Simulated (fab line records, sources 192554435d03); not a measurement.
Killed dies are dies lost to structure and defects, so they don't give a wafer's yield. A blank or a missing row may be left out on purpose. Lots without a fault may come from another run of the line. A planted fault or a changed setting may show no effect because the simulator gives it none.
Which tool did it? | flow n5_finfet | 10 lots, 28 wafers sampled, at 7 steps of a route of 1938

WHAT THE GAUGES READ, wafer by wafer
N5_BEOL_M1_THK_MEAS_01.
lot  | measured     | on            | M1_ILD_THK (nm)
L765 | day 6 04:44  | film_metro-01 | 80.2 78.8 80.4
L766 | day 6 10:55  | film_metro-01 | 80.2 76.9 79.1
L769 | day 7 07:12  | film_metro-02 | 78.4 77.4 78.5
L772 | day 7 23:32  | film_metro-02 | 77.6 79.2 78.3
L773 | day 8 02:50  | film_metro-02 | 78.3 79.0
L775 | day 8 18:39  | film_metro-01 | 79.4 79.7
L779 | day 10 02:23 | film_metro-02 | 78.3 80.1 80.7
L781 | day 10 10:35 | film_metro-01 | 78.8 78.3 79.9
L783 | day 10 17:07 | film_metro-01 | 80.3 26.8 82.2
L786 | day 11 13:32 | film_metro-02 | 77.6 78.0 79.1

N5_BEOL_M1_THK_MEAS_53: measures by xrf.
lot  | measured     | on            | M1_THK (nm)
L765 | day 6 12:13  | film_metro-01 | 42.7 38.9 41.8
L766 | day 6 23:50  | film_metro-02 | 41.1 36.9 38.3
L769 | day 7 16:18  | film_metro-01 | 37.2 38.4 38.9
L772 | day 8 22:34  | film_metro-01 | 39.4 40.2 40.3
L773 | day 9 02:22  | film_metro-02 | 39.2 38.4
L775 | day 9 05:35  | film_metro-02 | 39.6 39.9
L779 | day 10 10:55 | film_metro-02 | 43.0 42.3 44.4
L781 | day 10 23:58 | film_metro-02 | 38.0 37.1 41.5
L783 | day 11 03:43 | film_metro-01 | 38.7 - 41.3
L786 | day 12 13:20 | film_metro-01 | 40.2 37.7 41.5

N5_BEOL_M4_RC_MEAS_101.
lot  | measured     | on        | DIBL_N (mV/V)  | DIBL_P (mV/V)  | IOFF_N (nA/um) | IOFF_P (nA/um) | ION_N (uA/um) | ION_P (uA/um) | SS_N (mV/dec)  | SS_P (mV/dec)  | VT_N (mV)   | VT_P (mV)
L765 | day 8 02:19  | prober-02 | 37.4 36.8 39.6 | 37.6 37.4 40.9 | 0.19 0.17 0.25 | 0.22 0.22 0.29 | 677 667 688   | 457 453 457   | 72.1 71.1 72.2 | 73.7 75.0 76.1 | 250 249 245 | -249 -251 -248
L766 | day 8 05:23  | prober-02 | 39.7 36.8 33.8 | 40.0 37.0 34.2 | 0.23 0.16 0.13 | 0.29 0.21 0.18 | 673 670 662   | 460 462 458   | 72.5 71.8 71.0 | 74.6 74.2 72.5 | 247 250 250 | -249 -252 -252
L769 | day 9 09:13  | prober-01 | 36.5 34.8 40.1 | 38.2 36.0 43.2 | 0.19 0.14 0.28 | 0.25 0.21 0.37 | 691 653 701   | 469 455 483   | 72.1 71.9 72.7 | 73.1 71.4 74.5 | 246 251 242 | -247 -248 -242
L772 | day 10 05:55 | prober-01 | 38.9 37.5 38.8 | 41.4 38.2 40.7 | 0.20 0.16 0.21 | 0.29 0.23 0.28 | 679 682 691   | 467 470 474   | 71.3 72.1 72.2 | 74.8 74.1 74.7 | 248 249 248 | -246 -250 -246
L773 | day 10 06:52 | prober-02 | 35.7 41.2      | 35.0 42.4      | 0.15 0.27      | 0.23 0.37      | 677 700       | 468 473       | 71.5 73.1      | 73.0 74.4      | 250 244     | -246 -243
L775 | day 10 19:25 | prober-01 | 37.4 37.1      | 35.9 36.5      | 0.17 0.15      | 0.19 0.20      | 670 650       | 458 450       | 71.4 71.0      | 73.9 72.9      | 247 252     | -251 -251
L779 | day 12 11:37 | prober-01 | 36.8 39.9 36.6 | 37.9 41.1 36.6 | 0.16 0.19 0.16 | 0.22 0.27 0.19 | 677 679 673   | 459 466 457   | 71.4 72.4 71.0 | 72.9 74.2 73.1 | 249 248 248 | -250 -249 -252
L781 | day 12 22:21 | prober-02 | 33.5 36.2 37.3 | 30.7 35.0 35.0 | 0.10 0.14 0.16 | 0.13 0.18 0.18 | 640 664 666   | 440 452 448   | 71.0 71.2 72.1 | 72.3 73.1 73.3 | 257 250 250 | -258 -254 -253
L783 | day 13 00:56 | prober-02 | 36.2 35.3      | 33.2 33.1      | 0.15 0.13      | 0.18 0.18      | 670 677       | 456 466       | 71.6 70.6      | 72.5 73.1      | 253 252     | -253 -250
L786 | day 14 07:43 | prober-02 | 37.7 40.0 35.8 | 38.9 40.9 37.0 | 0.19 0.24 0.15 | 0.28 0.30 0.23 | 670 696 677   | 460 474 471   | 72.9 73.1 71.6 | 73.9 74.6 73.2 | 249 244 250 | -247 -245 -248

WHICH TOOL RAN EACH LOT (tool, then ch and the chambers of the sampled wafers, then the start)
lot  | N5_BEOL_M0_PRE_CLEAN_113     | N5_BEOL_M0_CO_CAP_123          | N5_BEOL_M0_DEP_125              | N5_BEOL_M1_ILD_DEP_00
L765 | pvd_sputter-02, day 6 01:56  | cvd_co-02 ch 0,2, day 6 04:24  | pecvd-03 ch 1,2, day 6 04:31    | pecvd-04 ch 0,2, day 6 04:40
L766 | pvd_sputter-03, day 6 07:36  | cvd_co-01 ch 1,2, day 6 10:37  | pecvd-03 ch 0,1,2, day 6 10:43  | pecvd-03 ch 1,2, day 6 10:51
L769 | pvd_sputter-02, day 7 04:03  | cvd_co-01 ch 1,2, day 7 06:53  | pecvd-01 ch 0,1, day 7 07:00    | pecvd-02 ch 1,2, day 7 07:08
L772 | pvd_sputter-03, day 7 19:46  | cvd_co-02 ch 1,2, day 7 23:11  | pecvd-04 ch 0, day 7 23:19      | pecvd-04 ch 0, day 7 23:28
L773 | pvd_sputter-01, day 7 23:11  | cvd_co-01 ch 0,2, day 8 02:26  | pecvd-04 ch 2, day 8 02:38      | pecvd-02 ch 0,1, day 8 02:47
L775 | pvd_sputter-01, day 8 14:22  | cvd_co-01 ch 0, day 8 18:20    | pecvd-04 ch 0,1, day 8 18:27    | pecvd-03 ch 0,2, day 8 18:35
L779 | pvd_sputter-01, day 9 22:35  | cvd_co-01 ch 1,2, day 10 02:04 | pecvd-04 ch 0,1, day 10 02:11   | pecvd-04 ch 0,1,2, day 10 02:19
L781 | pvd_sputter-01, day 10 08:22 | cvd_co-01 ch 0,1, day 10 10:15 | pecvd-01 ch 0,2, day 10 10:22   | pecvd-03 ch 0,1, day 10 10:30
L783 | pvd_sputter-01, day 10 14:17 | cvd_co-01 ch 0,2, day 10 16:48 | pecvd-04 ch 0,2, day 10 16:55   | pecvd-03 ch 0,1, day 10 17:02
L786 | pvd_sputter-03, day 11 11:17 | cvd_co-01 ch 1,2, day 11 13:14 | pecvd-03 ch 0,1,2, day 11 13:20 | pecvd-02 ch 0,1,2, day 11 13:28
- N5_BEOL_M0_PRE_CLEAN_113: time 30 s.
- N5_BEOL_M0_CO_CAP_123: material Co, precursor CCTBA/H2, target thk 2 nm, time 102.1 s.
- N5_BEOL_M0_DEP_125: deposits SiCN from 3MS/NH3, target thk 8 nm, time 14 s.
- N5_BEOL_M1_ILD_DEP_00: deposits SiOC from DEMS/O2, target thk 79 nm, time 15.3 s.

WHAT THE TOOLS THEMSELVES READ (means of the sampled wafers that have a number; where no wafer has one, the mark that the record gives instead)
N5_BEOL_M0_PRE_CLEAN_113.
lot  | tool           | heater_power_w (W)
L765 | pvd_sputter-02 | 354
L766 | pvd_sputter-03 | 352
L769 | pvd_sputter-02 | 379
L772 | pvd_sputter-03 | 352
L773 | pvd_sputter-01 | 355
L775 | pvd_sputter-01 | 351
L779 | pvd_sputter-01 | 361
L781 | pvd_sputter-01 | 397
L783 | pvd_sputter-01 | 344
L786 | pvd_sputter-03 | 346

N5_BEOL_M0_CO_CAP_123.
lot  | tool      | heater_power_w (W)
L765 | cvd_co-02 | 230
L766 | cvd_co-01 | 239
L769 | cvd_co-01 | 255
L772 | cvd_co-02 | 197
L773 | cvd_co-01 | 257
L775 | cvd_co-01 | 246
L779 | cvd_co-01 | 240
L781 | cvd_co-01 | 235
L783 | cvd_co-01 | 263
L786 | cvd_co-01 | 258

N5_BEOL_M0_DEP_125.
lot  | tool     | showerhead_plenum_p_Torr (Torr) | throttle_valve_pct (%)
L765 | pecvd-03 | 3.656                           | 9.1
L766 | pecvd-03 | 3.665                           | 9.0
L769 | pecvd-01 | 3.654                           | 9.5
L772 | pecvd-04 | 3.664                           | 8.6
L773 | pecvd-04 | 3.641                           | 8.1
L775 | pecvd-04 | 3.657                           | 8.4
L779 | pecvd-04 | 3.661                           | 8.5
L781 | pecvd-01 | 3.652                           | 9.5
L783 | pecvd-04 | 3.656                           | 8.6
L786 | pecvd-03 | 3.658                           | 8.8

N5_BEOL_M1_ILD_DEP_00.
lot  | tool     | heater_power_w (W) | showerhead_plenum_p_Torr (Torr) | throttle_valve_pct (%)
L765 | pecvd-04 | 485                | 5.677                           | 10.9
L766 | pecvd-03 | 487                | 5.693                           | 12.0
L769 | pecvd-02 | 532                | 5.676                           | 12.3
L772 | pecvd-04 | 606                | 5.703                           | 11.3
L773 | pecvd-02 | 536                | 5.700                           | 12.3
L775 | pecvd-03 | 484                | 5.688                           | 11.8
L779 | pecvd-04 | 498                | 5.685                           | 11.2
L781 | pecvd-03 | 501                | 5.703                           | 12.0
L783 | pecvd-03 | 537                | 5.710                           | 12.1
L786 | pecvd-02 | 563                | 5.704                           | 12.0

THE ANSWER, worked out from the rows above alone
Rule: what is usual is taken from the lots themselves. Put in order of their means at a reading, lots are off if they are a third of the lots or fewer, leave a main group of 4 or more, and stand apart from it by a gap of 3 or more times the standard deviation of the main group's means; of several such gaps the widest counts. A main group whose means are all the same, to the digits that the tables above print for the reading, isn't used. A lot without any number at a reading at which 4 lots or more have one is off too. The other lots that the step has rows for count as sound. The gauges are gone through in route order, then the tools' own readings, and for those a lot's mean is taken as printed above. The first step at which some lot is off is used, and at that step the reading that is off furthest; a lot without a number counts as furthest.
Off: L783, at N5_BEOL_M1_THK_MEAS_01 (M1_ILD_THK). The main group: mean 78.9 nm, standard deviation 0.61.
A tool fits if, at a process step before that reading, it ran every lot that is off, and no sound lot after the first of them. The gauges at N5_BEOL_M1_THK_MEAS_01 are tried like those tools. Can't be told from this: 4 tools fit, pvd_sputter-01 at N5_BEOL_M0_PRE_CLEAN_113, pecvd-04 at N5_BEOL_M0_DEP_125, pecvd-03 at N5_BEOL_M1_ILD_DEP_00, film_metro-01 at N5_BEOL_M1_THK_MEAS_01.

WHAT THE SIMULATOR HAD PUT IN
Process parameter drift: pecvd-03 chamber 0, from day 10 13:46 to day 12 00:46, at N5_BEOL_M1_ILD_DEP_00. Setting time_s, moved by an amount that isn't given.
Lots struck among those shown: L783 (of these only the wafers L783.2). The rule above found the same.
